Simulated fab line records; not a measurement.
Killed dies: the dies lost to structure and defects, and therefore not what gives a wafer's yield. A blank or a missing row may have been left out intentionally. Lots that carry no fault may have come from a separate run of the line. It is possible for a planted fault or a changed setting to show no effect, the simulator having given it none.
Matching of chambers ; flow nand-harc ; NHARC_A_STAIRCASE_CMP_450 on cmp-04: 4 sister chambers
The step polishes SiO2, target thk 200 nm. 8 wafers are shown with their chamber, then 8 later ones without.

WAFERS PAIRED WITH THEIR CHAMBERS
wafer;chamber;motor-current-A (A);slurry-filter-dp-kPa (kPa)
L076.3;3;10.6;13.55
L083.4;2;11.8;13.52
L090.3;2;12.4;13.54
L090.6;0;10.1;13.48
L094.1;0;10.0;13.59
L094.4;3;10.6;13.49
L094.5;1;11.3;13.72
L093.3;1;12.1;13.40

WAFERS WHOSE CHAMBER IS MISSING
wafer;motor-current-A (A);slurry-filter-dp-kPa (kPa)
L093.5;12.1;13.47
L093.6;11.5;13.71
L095.2;12.8;13.67
L095.5;12.1;13.54
L095.6;10.2;13.48
L097.1;11.0;13.42
L097.4;10.3;13.79
L097.5;9.7;13.63

WHICH CHAMBER EACH ONE RAN IN
wafer;from the rows above;in truth
L093.5;can't be placed: 2 or 1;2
L093.6;can't be placed: 1 or 2 or 3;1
L095.2;can't be placed: 2 or 1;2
L095.5;can't be placed: 2 or 1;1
L095.6;can't be placed: 0 or 3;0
L097.1;can't be placed: 3 or 1 or 0 or 2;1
L097.4;can't be placed: 0 or 3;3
L097.5;can't be placed: 0 or 3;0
0 of 8 placed correctly. Unplaceable from these rows: 8, with the true chamber sitting among the candidates in 8. Number placed wrongly: 0.
How it was worked out, from the rows above alone: a wafer's distance from a chamber is the root of the sum, over the readings, of the square of ((its reading less the chamber's mean) divided by the reading's scatter). If the next closest chamber is less than 2 further off than the closest, the wafer can't be placed; otherwise it belongs to the closest. For every chamber, the mean is computed from those of its wafers that are shown. How the scatter is found: for the shown wafers, subtract from each reading the mean of its chamber, square and add these, divide the total by (wafers less chambers), then take the root.
